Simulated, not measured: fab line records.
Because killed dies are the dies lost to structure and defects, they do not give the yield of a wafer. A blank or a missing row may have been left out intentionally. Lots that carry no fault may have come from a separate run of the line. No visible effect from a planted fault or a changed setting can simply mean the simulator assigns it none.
fab line records	flow n5-finfet
record: lots: 24	wafers: 72	last-day: 17
route steps=1938 shown BEOL_M12@1635 BEOL_M13@1673 BEOL_M14@1747
lots untouched by any fault: they come from a run of this same line in which no faults occurred
start-h: hours from the record's first day to the start of the lot's first wafer shown	wait-h: hours from the lot's prior step to this one	" same as the row above	L1.1+2: one row covering several wafers at once	- no value present, or no start provided	* or withheld: withheld	< > ~ a bound
route shown NAME@n: a module of which the file shows steps, and the number in the route of the first	usual: the fault-free wafers' mean and standard deviation	same: alike in all rows	chamber/n: place in a boat	sites: the reading at each site	_std_site: their standard deviation	_edge_site: outer sites' mean less inner sites'	radius-mm: how far each site lies from the wafer's centre	mask NAME#n: copy n	behind: tool/chamber where the wafer was last shaped	hold: cause of the lot's hold/its duration in hours/its outcome	device: which transistor (n, p or np) failed to switch	end of line: at the end of the route, the tests of the same wafers	a step without rows: its recipe alone	killed: dies lost to structure and defects at the first sort, not the wafer's yield	map: per-die view of a wafer (x killed, . not killed, _ where there is no die)
set.NAME: the setting as run; set.NAME@STEP: as run at that earlier step	model.NAME: the simulator's own value behind a step, which no gauge read
route steps across a sampled set of lots; one table per step, one row per wafer
services: the hour from which a tool's chamber was out of use, counted from the record's first day as start-h (under 0 if before that day), plus the number of hours and why
== steps ==
step: N5_BEOL_M12_DESCUM_33
recipe: chemistry: O2	time-s: 7.9	source-power-w: 50	bias-power-w: 20	pressure-mtorr: 20	rf-frequency-hz: 2.712e+07	temp-c: 40	o2-flow-sccm: 225
usual: drypump-motor-current-A: 5.8/0.4	oes-product-au: 0.81/0.05	rf-vpp-V: 243.8/1.5	showerhead-plenum-p-Torr: 2.13/0.072	throttle-valve-pct: 20.31/0.24
same: time-s: 7.9
lot.wafer	tool	chamber	start-h	wait-h	drypump-motor-current-A	oes-product-au	rf-hours-counter-h	rf-vpp-V	showerhead-plenum-p-Torr	throttle-valve-pct
L075.2	rie-diel-02	1	232.58	0.0	5.7	0.97	3	243.2	2.13	19.91
L075.3	"	0	"	"	6.4	0.89	49	242.1	2.03	20.59
L075.6	"	1	"	"	5.7	0.97	-	242.8	2.13	19.90
L074.1	rie-diel-06	2	244.02	0.0	5.1	0.84	54	243.9	2.12	19.98
L074.2	"	3	"	"	5.8	0.82	95	244.9	2.18	20.10
L074.6	"	1	"	"	6.0	0.76	-	242.4	2.03	20.54
L076.1	rie-diel-06	2	244.51	0.2	5.1	0.84	54	243.9	2.12	19.99
L076.3	"	0	"	"	6.2	0.82	78	246.1	2.22	20.15
L076.4	"	1	"	"	6.1	0.76	126	241.8	2.03	20.56
L078.1	rie-diel-03	1	263.06	0.0	5.7	0.88	43	245.6	2.24	20.44
L078.2	"	0	"	"	6.2	0.80	125	244.1	2.08	20.69
L078.5	"	3	"	"	5.6	0.81	-	244.3	2.13	20.36
L077.2	rie-diel-03	3	265.20	0.0	5.6	0.81	83	243.7	2.12	20.36
L077.3	"	2	"	"	5.5	0.85	65	245.1	2.21	20.61
L077.6	"	0	"	"	6.1	0.79	-	243.8	2.08	20.68
L080.1	rie-diel-03	2	265.69	0.2	5.5	0.85	65	246.6	2.21	20.59
L080.2	"	1	"	"	5.6	0.87	44	245.1	2.24	20.45
L080.6	"	2	"	"	5.5	0.85	-	244.5	2.21	20.60
L079.1	rie-diel-06	2	269.44	0.3	5.1	0.84	62	245.0	2.12	20.02
L079.5	"	2	"	"	5.1	0.84	-	243.5	2.12	19.99
L079.6	"	3	"	"	5.8	0.81	-	244.9	2.18	20.12
L081.3	rie-diel-03	3	272.35	0.2	5.6	0.81	85	243.9	2.12	20.36
L081.4	"	1	"	"	5.7	0.87	47	245.0	2.24	20.44
L081.5	"	1	"	"	5.7	0.87	-	245.4	2.24	20.43
L082.1	rie-diel-02	2	287.25	0.0	5.6	0.95	15	243.5	2.06	20.20
L082.3	"	3	"	"	4.9	0.78	129	242.8	2.11	20.21
L082.4	"	1	"	"	5.7	0.90	24	243.5	2.12	19.92
L084.2	rie-diel-06	2	300.28	0.8	5.1	0.83	72	242.4	2.12	20.02
L084.4	"	3	"	"	5.8	0.80	116	245.1	2.17	20.12
L084.5	"	0	"	"	6.1	0.80	-	245.5	2.22	20.19
L085.1	rie-diel-06	0	300.86	1.0	6.1	0.79	98	244.8	2.22	20.18
L085.3	"	3	"	"	5.8	0.79	116	244.6	2.17	20.12
L085.6	"	0	"	"	6.1	0.79	-	246.4	2.22	20.18
L083.4	rie-diel-03	3	301.11	0.9	5.7	0.80	96	243.3	2.12	20.38
L083.5	"	2	"	"	5.5	0.84	-	245.7	2.20	20.61
L083.6	"	1	"	"	5.6	0.85	-	245.6	2.24	20.45
L086.2	rie-diel-06	0	304.05	0.0	6.1	0.81	100	244.9	2.22	20.16
L086.4	"	3	"	"	5.8	0.80	118	245.2	2.17	20.15
L086.6	"	0	"	"	6.1	0.79	-	243.5	2.22	20.17
L087.1	rie-diel-06	1	306.57	0.0	6.1	0.73	146	242.2	2.03	20.58
L087.3	"	0	"	"	6.1	0.79	101	244.4	2.22	20.19
L087.6	"	1	"	"	6.1	0.74	-	240.7	2.03	20.57
L088.1	rie-diel-06	2	313.66	0.2	5.1	0.83	76	242.6	2.12	20.02
L088.5	"	2	"	"	5.1	0.81	-	241.1	2.12	20.01
L088.6	"	1	"	"	6.1	0.74	-	242.6	2.03	20.58
L091.1	rie-diel-06	2	338.06	1.2	5.1	0.81	85	244.3	2.11	20.03
L091.2	"	1	"	"	6.1	0.73	157	241.3	2.02	20.59
L091.4	"	3	"	"	5.8	0.78	128	244.0	2.17	20.16
L089.3	rie-diel-06	0	340.11	0.1	6.1	0.79	112	245.2	2.21	20.20
L089.4	"	3	"	"	5.8	0.79	129	245.1	2.17	20.15
L089.5	"	1	"	"	6.1	0.73	-	243.1	2.02	20.60
L090.2	rie-diel-06	1	343.79	0.6	6.1	0.72	160	240.9	2.02	20.59
L090.5	"	0	"	"	6.2	0.78	-	244.0	2.21	20.22
L090.6	"	3	"	"	5.8	0.78	-	245.7	2.17	20.14
L093.3	rie-diel-06	0	345.14	0.3	6.1	0.78	115	244.1	2.21	20.21
L093.4	"	2	"	"	5.1	0.81	89	241.4	2.11	20.03
L093.5	"	1	"	"	6.1	0.72	-	242.5	2.02	20.61
L092.2	rie-diel-06	3	353.18	1.6	5.8	0.76	136	244.2	2.17	20.16
L092.3	"	2	"	"	5.1	0.80	94	242.7	2.11	20.05
L092.4	"	0	"	"	6.1	0.78	119	241.9	2.21	20.20
L095.4	rie-diel-03	3	367.77	0.1	5.6	0.77	124	242.9	2.11	20.43
L095.5	"	2	"	"	5.5	0.81	-	245.1	2.19	20.67
L095.6	"	3	"	"	5.7	0.76	-	243.1	2.11	20.43
L094.2	rie-diel-02	3	368.07	0.0	4.9	0.76	147	244.7	2.11	20.21
L094.3	"	2	"	"	5.6	0.90	34	241.1	2.05	20.25
L094.5	"	3	"	"	4.9	0.75	-	242.4	2.11	20.22
L096.2	rie-diel-02	3	373.21	0.0	4.9	0.75	149	243.9	2.11	20.25
L096.3	"	2	"	"	5.6	0.89	35	243.2	2.05	20.26
L096.6	"	2	"	"	5.6	0.88	-	243.1	2.05	20.26
L097.1	rie-diel-06	1	374.61	0.0	6.1	0.71	174	241.3	2.02	20.61
L097.3	"	0	"	"	6.2	0.76	128	244.0	2.21	20.22
L097.4	"	3	"	"	5.8	0.76	144	245.1	2.16	20.17
step: N5_BEOL_M13_ETCH_59
recipe: chemistry: N2/H2	target: BARC	target-depth-a: 890	overetch-a: 267	time-s: 67.9	ion-energy-ev: 200	pressure-mtorr: 30	source-w: 840	bias-w: 150	n2-flow-sccm: 200	h2-flow-sccm: 200
usual: drypump-motor-current-A: 5.8/0.52	oes-product-au: 0.67/0.063	rf-vpp-V: 523.9/2.3	showerhead-plenum-p-Torr: 2.54/0.081	throttle-valve-pct: 17.96/0.27
same: time-s: 67.9
lot.wafer	tool	chamber	start-h	wait-h	drypump-motor-current-A	oes-product-au	rf-hours-counter-h	rf-vpp-V	showerhead-plenum-p-Torr	throttle-valve-pct
L075.2	rie-diel-04	3	238.78	0.0	5.4	0.83	1	526.0	2.61	17.41
L075.3	"	2	"	"	6.5	0.63	155	522.1	2.44	18.23
L075.6	"	2	"	"	6.5	0.63	-	520.7	2.44	18.22
L074.1	rie-diel-05	1	249.18	0.0	5.7	0.63	172	521.2	2.43	18.19
L074.2	"	2	"	"	5.1	0.61	192	523.5	2.53	17.86
L074.6	"	0	"	"	5.7	0.65	-	527.3	2.66	17.66
L076.1	rie-diel-04	2	253.42	0.0	6.5	0.63	161	521.8	2.44	18.24
L076.3	"	1	"	"	5.6	0.64	139	524.5	2.56	18.08
L076.4	"	2	"	"	6.4	0.62	-	520.5	2.44	18.24
L078.1	rie-diel-01	0	268.68	0.0	6.7	0.71	81	527.3	2.70	17.89
L078.2	"	1	"	"	5.5	0.70	95	525.1	2.58	17.55
L078.5	"	0	"	"	6.8	0.71	-	528.5	2.70	17.90
L077.2	rie-diel-01	3	269.15	0.0	5.2	0.68	75	525.6	2.57	18.05
L077.3	"	0	"	"	6.7	0.71	81	528.0	2.70	17.89
L077.6	"	3	"	"	5.2	0.69	-	525.4	2.56	18.03
L080.1	rie-diel-04	2	269.30	0.0	6.5	0.62	167	520.5	2.43	18.25
L080.2	"	3	"	"	5.4	0.79	14	526.2	2.60	17.43
L080.6	"	0	"	"	6.5	0.85	-	526.4	2.62	17.80
L079.1	rie-diel-05	3	274.61	0.0	6.3	0.67	125	525.0	2.54	18.24
L079.5	"	0	"	"	5.7	0.65	-	526.9	2.66	17.66
L079.6	"	1	"	"	5.8	0.62	-	520.3	2.42	18.20
L081.3	rie-diel-01	3	275.40	0.0	5.2	0.69	76	524.7	2.56	18.05
L081.4	"	0	"	"	6.7	0.71	82	525.8	2.70	17.90
L081.5	"	3	"	"	5.2	0.69	-	525.0	2.56	18.07
L082.1	rie-diel-05	3	291.76	0.0	6.3	0.66	131	524.0	2.53	18.26
L082.3	"	1	"	"	5.8	0.61	185	519.9	2.42	18.23
L082.4	"	0	"	"	5.7	0.65	136	526.9	2.66	17.68
L084.2	rie-diel-04	2	303.95	0.0	6.5	0.61	178	522.7	2.43	18.27
L084.4	"	1	"	"	5.6	0.64	156	522.8	2.55	18.14
L084.5	"	0	"	"	6.5	0.80	-	525.6	2.62	17.82
L085.1	rie-diel-01	0	305.27	0.0	6.8	0.70	92	527.0	2.70	17.92
L085.3	"	1	"	"	5.5	0.70	104	524.7	2.57	17.54
L085.6	"	2	"	"	5.4	0.74	-	522.5	2.47	17.80
L083.4	rie-diel-05	1	306.21	0.0	5.8	0.61	-	520.4	2.42	18.23
L083.5	"	3	"	"	6.3	0.66	-	524.1	2.53	18.27
L083.6	"	1	"	"	5.8	0.62	-	520.6	2.42	18.22
L086.2	rie-diel-04	2	312.27	0.0	6.5	0.61	181	520.2	2.43	18.28
L086.4	"	1	"	"	5.6	0.63	159	522.8	2.55	18.14
L086.6	"	0	"	"	6.5	0.79	-	525.6	2.62	17.83
L087.1	rie-diel-05	3	314.53	0.0	6.3	0.65	139	523.9	2.53	18.27
L087.3	"	2	"	"	5.2	0.60	209	522.9	2.52	17.90
L087.6	"	3	"	"	6.3	0.66	-	524.2	2.53	18.27
L088.1	rie-diel-05	2	320.96	0.0	5.2	0.61	211	522.2	2.52	17.89
L088.5	"	1	"	"	5.8	0.61	-	520.5	2.42	18.23
L088.6	"	3	"	"	6.3	0.66	-	522.8	2.53	18.26
L091.1	rie-diel-01	3	343.49	0.0	5.2	0.67	97	523.5	2.56	18.08
L091.2	"	1	"	"	5.5	0.69	115	525.3	2.57	17.57
L091.4	"	2	"	"	5.3	0.72	62	522.5	2.47	17.83
L089.3	rie-diel-04	0	343.71	0.0	6.5	0.77	24	525.2	2.61	17.82
L089.4	"	3	"	"	5.4	0.75	36	526.2	2.59	17.46
L089.5	"	1	"	"	5.6	0.63	-	524.2	2.55	18.16
L090.2	rie-diel-01	3	347.15	0.0	5.2	0.67	98	525.8	2.55	18.10
L090.5	"	3	"	"	5.2	0.66	-	523.5	2.55	18.09
L090.6	"	0	"	"	6.7	0.68	-	529.4	2.69	17.94
L093.3	rie-diel-05	2	350.78	0.0	5.2	0.60	221	522.3	2.52	17.91
L093.4	"	3	"	"	6.3	0.65	-	524.2	2.53	18.31
L093.5	"	1	"	"	5.8	0.61	-	521.1	2.41	18.26
L092.2	rie-diel-04	1	356.44	0.0	5.6	0.62	173	523.6	2.55	18.15
L092.3	"	3	"	"	5.4	0.74	40	526.0	2.59	17.47
L092.4	"	0	"	"	6.5	0.76	28	526.4	2.61	17.86
L095.4	rie-diel-05	2	372.04	0.0	5.2	0.60	228	523.9	2.52	17.91
L095.5	"	3	"	"	6.3	0.65	-	524.2	2.52	18.32
L095.6	"	0	"	"	5.7	0.64	-	527.2	2.65	17.71
L094.2	rie-diel-05	2	372.45	0.0	5.1	0.60	228	523.7	2.52	17.90
L094.3	"	1	"	"	5.8	0.60	212	519.0	2.41	18.27
L094.5	"	0	"	"	5.7	0.64	-	527.2	2.65	17.70
L096.2	rie-diel-04	1	380.28	0.0	5.6	0.61	180	523.1	2.54	18.17
L096.3	"	3	"	"	5.4	0.73	47	525.9	2.59	17.46
L096.6	"	1	"	"	5.6	0.62	-	524.1	2.54	18.18
L097.1	rie-diel-01	3	381.31	0.0	5.2	0.66	107	524.2	2.55	18.09
L097.3	"	2	"	"	5.3	0.71	73	523.0	2.46	17.84
L097.4	"	0	"	"	6.7	0.68	114	525.3	2.69	17.97
step: N5_BEOL_M13_STRIP_64
recipe: chemistry: N2/H2	power-w: 1000	temp-c: 250	h2-frac: 0.65	overash-fraction: 0.3	pressure-mtorr: withheld	n2-flow-sccm: 1750	h2-flow-sccm: 3250
usual: drypump-motor-current-A: 5.63/0.3	heater-power-w: 337/35	oes-product-au: 0.715/0.0045	strip-time-to-endpoint-s: 31.31/0.091
lot.wafer	tool	chamber	start-h	wait-h	drypump-motor-current-A	heater-power-w	oes-product-au	rf-hours-counter-h	strip-time-to-endpoint-s
L075.2	plasma-asher-01	1	239.13	0.0	5.34	347	0.709	111	31.44
L075.3	"	0	"	"	5.28	367	0.723	-	31.33
L075.6	"	1	"	"	5.31	351	0.712	-	31.50
L074.1	plasma-asher-01	0	249.53	0.0	5.27	375	0.712	113	31.15
L074.2	"	1	"	"	5.34	355	0.721	113	31.17
L074.6	"	1	"	"	5.35	356	0.717	-	31.14
L076.1	plasma-asher-01	1	253.83	0.0	5.35	347	0.709	114	31.17
L076.3	"	1	"	"	5.37	356	0.719	-	31.14
L076.4	"	0	"	"	5.30	369	0.713	-	31.11
L078.1	plasma-asher-02	1	269.03	0.0	5.78	339	0.718	78	31.30
L078.2	"	0	"	"	6.01	284	0.720	78	31.31
L078.5	"	1	"	"	5.79	358	0.709	-	31.20
L077.2	plasma-asher-02	1	269.50	0.0	5.77	346	0.714	78	31.30
L077.3	"	1	"	"	5.77	351	0.715	-	31.29
L077.6	"	0	"	"	6.00	286	0.714	-	31.30
L080.1	plasma-asher-01	1	269.65	0.0	5.34	355	0.713	117	31.38
L080.2	"	0	"	"	5.26	373	0.712	117	31.41
L080.6	"	1	"	"	5.37	350	0.712	-	31.38
L079.1	plasma-asher-01	0	274.96	0.0	5.26	369	0.717	118	31.38
L079.5	"	1	"	"	5.38	349	0.712	-	31.37
L079.6	"	0	"	"	5.27	372	0.716	-	31.44
L081.3	plasma-asher-01	1	275.77	0.0	5.35	352	0.709	-	31.37
L081.4	"	0	"	"	5.27	387	0.709	-	31.38
L081.5	"	0	"	"	5.28	385	0.711	-	31.38
L082.1	plasma-asher-01	1	292.11	0.0	5.36	351	0.716	120	31.36
L082.3	"	0	"	"	5.28	370	0.713	-	31.33
L082.4	"	1	"	"	5.37	357	0.710	-	31.39
L084.2	plasma-asher-02	1	304.29	0.0	5.77	343	0.715	85	31.40
L084.4	"	0	"	"	6.01	281	0.712	-	31.37
L084.5	"	1	"	"	5.77	355	0.714	-	31.42
L085.1	plasma-asher-02	0	305.62	0.0	6.02	288	0.717	85	31.36
L085.3	"	1	"	"	5.78	335	0.724	-	31.35
L085.6	"	0	"	"	6.02	284	0.720	-	31.37
L083.4	plasma-asher-02	0	306.69	0.0	6.00	284	0.720	-	31.22
L083.5	"	1	"	"	5.77	350	0.709	-	31.32
L083.6	"	0	"	"	6.01	285	0.717	-	31.19
L086.2	plasma-asher-02	1	312.62	0.0	5.78	348	0.713	87	31.29
L086.4	"	0	"	"	6.01	280	0.708	-	31.38
L086.6	"	1	"	"	5.76	343	0.708	-	31.30
L087.1	plasma-asher-02	0	314.88	0.0	6.01	279	0.717	88	31.31
L087.3	"	1	"	"	5.77	344	0.717	-	31.28
L087.6	"	0	"	"	6.00	278	0.713	-	31.23
L088.1	plasma-asher-02	0	321.31	0.0	6.00	284	0.714	90	31.29
L088.5	"	1	"	"	5.77	335	0.713	-	31.26
L088.6	"	0	"	"	5.99	287	0.712	-	31.39
L091.1	plasma-asher-02	1	343.84	0.0	5.78	340	0.721	94	31.38
L091.2	"	0	"	"	6.05	280	0.709	94	31.37
L091.4	"	1	"	"	5.78	339	0.712	-	31.26
L089.3	plasma-asher-02	0	344.07	0.0	5.99	284	0.708	-	31.31
L089.4	"	1	"	"	5.77	336	0.715	-	31.30
L089.5	"	1	"	"	5.76	343	0.713	-	31.33
L090.2	plasma-asher-01	1	347.50	0.0	5.37	351	0.711	130	31.17
L090.5	"	0	"	"	5.30	378	0.712	-	31.06
L090.6	"	1	"	"	5.34	354	0.712	-	31.17
L093.3	plasma-asher-01	0	351.15	0.0	5.28	379	0.717	-	31.28
L093.4	"	1	"	"	5.37	355	0.721	-	31.37
L093.5	"	1	"	"	5.39	356	0.708	-	31.42
L092.2	plasma-asher-01	1	356.78	0.0	5.35	361	0.721	133	31.24
L092.3	"	1	"	"	5.34	362	0.714	-	31.26
L092.4	"	0	"	"	5.26	362	0.712	-	31.23
L095.4	plasma-asher-01	0	372.41	0.0	5.26	384	0.712	-	31.30
L095.5	"	0	"	"	5.26	382	0.718	-	31.32
L095.6	"	1	"	"	5.37	356	0.718	-	31.34
L094.2	plasma-asher-02	1	372.79	0.0	5.79	336	0.715	99	31.45
L094.3	"	1	"	"	5.79	347	0.713	-	31.43
L094.5	"	1	"	"	5.76	343	0.706	-	31.47
L096.2	plasma-asher-02	0	380.68	0.0	6.02	285	0.716	101	31.22
L096.3	"	1	"	"	5.78	349	0.719	-	31.19
L096.6	"	1	"	"	5.77	347	0.712	-	31.19
L097.1	plasma-asher-02	0	381.66	0.0	5.99	287	0.715	101	31.28
L097.3	"	0	"	"	6.00	287	0.711	-	31.38
L097.4	"	1	"	"	5.77	352	0.718	-	31.36
step: N5_BEOL_M14_OVL_MEAS_29
recipe: points-per-wafer: 44
usual: M14_OVL: -5/7.1
lot.wafer	tool	chamber	start-h	wait-h	M14_OVL[nm]
L075.2	overlay-02	0	244.01	0.0	-11
L075.3	"	0	"	"	-12
L075.6	"	0	"	"	-5
L074.1	overlay-02	0	256.80	0.0	-2
L074.2	"	0	"	"	8
L074.6	"	0	"	"	5
L076.1	overlay-01	0	259.07	0.0	-12
L076.3	"	0	"	"	-10
L076.4	"	0	"	"	7
L077.2	overlay-02	0	275.03	0.0	8
L077.3	"	0	"	"	-3
L077.6	"	0	"	"	6
L078.1	overlay-02	0	275.22	0.0	-5
L078.2	"	0	"	"	-13
L078.5	"	0	"	"	-9
L080.1	overlay-01	0	275.38	0.0	-7
L080.2	"	0	"	"	-8
L080.6	"	0	"	"	5
L079.1	overlay-01	0	279.44	0.0	-8
L079.5	"	0	"	"	1
L079.6	"	0	"	"	-1
L081.3	overlay-02	0	283.00	0.0	-15
L081.4	"	0	"	"	-4
L081.5	"	0	"	"	-12
L082.1	overlay-02	0	298.15	0.0	3
L082.3	"	0	"	"	3
L082.4	"	0	"	"	-2
L085.1	overlay-01	0	312.71	0.0	-17
L085.3	"	0	"	"	-1
L085.6	"	0	"	"	-8
L084.2	overlay-02	0	313.02	0.0	-4
L084.4	"	0	"	"	-17
L084.5	"	0	"	"	3
L083.4	overlay-01	0	313.21	0.0	4
L083.5	"	0	"	"	-8
L083.6	"	0	"	"	-1
L086.2	overlay-02	0	320.20	0.0	-26
L086.4	"	0	"	"	-19
L086.6	"	0	"	"	-26
L087.1	overlay-02	0	321.98	0.0	-2
L087.3	"	0	"	"	-7
L087.6	"	0	"	"	-7
L088.1	overlay-01	0	328.14	0.0	-16
L088.5	"	0	"	"	-13
L088.6	"	0	"	"	-4
L091.1	overlay-01	0	349.55	0.0	3
L091.2	"	0	"	"	-1
L091.4	"	0	"	"	-3
L089.3	overlay-01	0	351.11	0.0	-2
L089.4	"	0	"	"	-3
L089.5	"	0	"	"	-1
L090.2	overlay-02	0	355.05	0.0	-4
L090.5	"	0	"	"	-7
L090.6	"	0	"	"	-6
L093.3	overlay-02	0	357.40	0.0	0
L093.4	"	0	"	"	6
L093.5	"	0	"	"	2
L092.2	overlay-02	0	366.08	0.0	1
L092.3	"	0	"	"	-12
L092.4	"	0	"	"	5
L095.4	overlay-02	0	380.95	0.0	-8
L095.5	"	0	"	"	-1
L095.6	"	0	"	"	-12
L094.2	overlay-02	0	381.22	0.0	-6
L094.3	"	0	"	"	-2
L094.5	"	0	"	"	-5
L096.2	overlay-01	0	386.98	0.0	-4
L096.3	"	0	"	"	-13
L096.6	"	0	"	"	-8
L097.1	overlay-01	0	389.97	0.0	1
L097.3	"	0	"	"	1
L097.4	"	0	"	"	-10
step: N5_BEOL_M14_INSPECT_30
recipe: mode: adi	inspect-instrument: macro
usual: raw-defect-count: 2.3/1.6
lot.wafer	tool	chamber	start-h	wait-h	raw-defect-count
L075.2	defect-inspect-01	-	244.03	0.0	0
L075.3	"	-	"	"	3
L075.6	"	-	"	"	2
L074.1	defect-inspect-02	-	256.82	0.0	0
L074.2	"	-	"	"	1
L074.6	"	-	"	"	3
L076.1	defect-inspect-02	-	259.09	0.0	7
L076.3	"	-	"	"	6
L076.4	"	-	"	"	1
L077.2	defect-inspect-02	-	275.06	0.0	0
L077.3	"	-	"	"	1
L077.6	"	-	"	"	2
L078.1	defect-inspect-02	-	275.24	0.0	4
L078.2	"	-	"	"	0
L078.5	"	-	"	"	2
L080.1	defect-inspect-01	-	275.40	0.0	4
L080.2	"	-	"	"	2
L080.6	"	-	"	"	2
L079.1	defect-inspect-01	-	279.46	0.0	0
L079.5	"	-	"	"	1
L079.6	"	-	"	"	0
L081.3	defect-inspect-01	-	283.02	0.0	4
L081.4	"	-	"	"	2
L081.5	"	-	"	"	3
L082.1	defect-inspect-02	-	298.18	0.0	4
L082.3	"	-	"	"	3
L082.4	"	-	"	"	3
L085.1	defect-inspect-01	-	312.74	0.0	1
L085.3	"	-	"	"	3
L085.6	"	-	"	"	1
L084.2	defect-inspect-01	-	313.04	0.0	2
L084.4	"	-	"	"	4
L084.5	"	-	"	"	1
L083.4	defect-inspect-01	-	313.24	0.0	2
L083.5	"	-	"	"	1
L083.6	"	-	"	"	2
L086.2	defect-inspect-02	-	320.22	0.0	1
L086.4	"	-	"	"	3
L086.6	"	-	"	"	2
L087.1	defect-inspect-01	-	322.00	0.0	0
L087.3	"	-	"	"	2
L087.6	"	-	"	"	6
L088.1	defect-inspect-02	-	328.16	0.0	2
L088.5	"	-	"	"	2
L088.6	"	-	"	"	3
L091.1	defect-inspect-01	-	349.57	0.0	1
L091.2	"	-	"	"	6
L091.4	"	-	"	"	2
L089.3	defect-inspect-01	-	351.13	0.0	1
L089.4	"	-	"	"	1
L089.5	"	-	"	"	3
L090.2	defect-inspect-01	-	355.07	0.0	3
L090.5	"	-	"	"	2
L090.6	"	-	"	"	0
L093.3	defect-inspect-01	-	357.42	0.0	4
L093.4	"	-	"	"	4
L093.5	"	-	"	"	3
L092.2	defect-inspect-01	-	366.10	0.0	1
L092.3	"	-	"	"	1
L092.4	"	-	"	"	3
L095.4	defect-inspect-01	-	380.98	0.0	2
L095.5	"	-	"	"	1
L095.6	"	-	"	"	2
L094.2	defect-inspect-02	-	381.25	0.0	0
L094.3	"	-	"	"	1
L094.5	"	-	"	"	4
L096.2	defect-inspect-02	-	387.00	0.0	3
L096.3	"	-	"	"	2
L096.6	"	-	"	"	2
L097.1	defect-inspect-02	-	389.99	0.0	3
L097.3	"	-	"	"	0
L097.4	"	-	"	"	1
step: N5_BEOL_M14_SPUTTER_45
recipe: material: Cu	target-thk-a: 1000	temp-c: -20	bias-v: 60	power-w: 26000	chamber-pressure-pa: 0.13	time-s: 16.67
usual: throttle-valve-pct: 30.2/0.91
same: time-s: 16.67
lot.wafer	tool	chamber	start-h	wait-h	throttle-valve-pct
L075.2	pvd-sputter-01	-	246.33	0.0	30.6
L075.3	"	-	"	"	31.5
L075.6	"	-	"	"	29.4
L074.1	pvd-sputter-01	-	259.96	0.0	30.8
L074.2	"	-	"	"	30.5
L074.6	"	-	"	"	29.4
L076.1	pvd-sputter-02	-	262.15	0.0	29.7
L076.3	"	-	"	"	30.4
L076.4	"	-	"	"	29.1
L077.2	pvd-sputter-03	-	277.07	0.0	31.7
L077.3	"	-	"	"	30.2
L077.6	"	-	"	"	30.2
L078.1	pvd-sputter-02	-	277.11	0.0	29.1
L078.2	"	-	"	"	29.2
L078.5	"	-	"	"	29.6
L080.1	pvd-sputter-02	-	277.47	0.0	29.1
L080.2	"	-	"	"	29.4
L080.6	"	-	"	"	28.8
L079.1	pvd-sputter-02	-	281.07	0.0	30.3
L079.5	"	-	"	"	30.2
L079.6	"	-	"	"	29.8
L081.3	pvd-sputter-02	-	289.50	0.0	29.7
L081.4	"	-	"	"	29.4
L081.5	"	-	"	"	29.1
L082.1	pvd-sputter-02	-	301.35	0.0	28.9
L082.3	"	-	"	"	29.2
L082.4	"	-	"	"	29.6
L085.1	pvd-sputter-02	-	317.95	0.0	29.0
L085.3	"	-	"	"	30.3
L085.6	"	-	"	"	29.1
L084.2	pvd-sputter-03	-	320.24	0.0	29.5
L084.4	"	-	"	"	30.3
L084.5	"	-	"	"	30.1
L083.4	pvd-sputter-03	-	322.50	0.0	31.7
L083.5	"	-	"	"	30.3
L083.6	"	-	"	"	31.7
L086.2	pvd-sputter-03	-	323.12	0.0	31.9
L086.4	"	-	"	"	30.2
L086.6	"	-	"	"	31.5
L087.1	pvd-sputter-01	-	326.06	0.0	31.2
L087.3	"	-	"	"	29.4
L087.6	"	-	"	"	30.8
L088.1	pvd-sputter-01	-	329.61	0.0	29.4
L088.5	"	-	"	"	30.9
L088.6	"	-	"	"	31.9
L091.1	pvd-sputter-01	-	352.70	0.0	31.8
L091.2	"	-	"	"	31.5
L091.4	"	-	"	"	29.4
L089.3	pvd-sputter-02	-	356.08	0.0	29.5
L089.4	"	-	"	"	29.4
L089.5	"	-	"	"	29.1
L090.2	pvd-sputter-01	-	357.91	0.0	30.6
L090.5	"	-	"	"	30.6
L090.6	"	-	"	"	29.5
L093.3	pvd-sputter-03	-	362.04	0.0	30.1
L093.4	"	-	"	"	30.0
L093.5	"	-	"	"	28.9
L092.2	pvd-sputter-03	-	368.67	0.0	30.1
L092.3	"	-	"	"	30.3
L092.4	"	-	"	"	32.1
L095.4	pvd-sputter-03	-	383.25	0.0	30.4
L095.5	"	-	"	"	30.4
L095.6	"	-	"	"	32.0
L094.2	pvd-sputter-02	-	383.62	0.0	30.3
L094.3	"	-	"	"	29.0
L094.5	"	-	"	"	29.0
L096.2	pvd-sputter-03	-	390.11	0.0	30.4
L096.3	"	-	"	"	31.6
L096.6	"	-	"	"	29.9
L097.1	pvd-sputter-01	-	392.18	0.0	30.7
L097.3	"	-	"	"	29.2
L097.4	"	-	"	"	30.8
== services ==
tool	chamber	start-h	hours	kind
rie-diel-02	2	220.79	6.6	repair
rie-diel-02	3	222.10	1.4	repair
rie-diel-02	2	227.67	-	clean
rie-diel-02	2	227.67	-	consumable-replace:focus-ring
rie-diel-02	2	227.67	19.5	scheduled-down
rie-diel-02	2	227.67	19.5	vent-cycle
rie-diel-04	0	239.05	-	clean
rie-diel-04	0	239.05	-	consumable-replace:focus-ring
rie-diel-04	0	239.05	24.7	scheduled-down
rie-diel-04	0	239.05	24.7	vent-cycle
rie-diel-03	2	246.73	2.6	repair
pvd-sputter-01	-	265.60	4.9	repair
rie-diel-01	1	286.80	6.7	repair
rie-diel-05	0	300.39	21.1	repair
rie-diel-05	2	303.66	4.9	repair
pvd-sputter-02	-	306.05	1.9	repair
rie-diel-06	-	307.32	2.8	pm
plasma-asher-01	-	309.25	10.4	repair
rie-diel-02	-	329.88	24.2	repair
rie-diel-05	0	334.70	17.2	repair
pvd-sputter-03	-	352.94	1.0	repair
rie-diel-01	3	375.65	2.5	repair
rie-diel-06	2	386.98	7.8	repair
== key ==
fault none
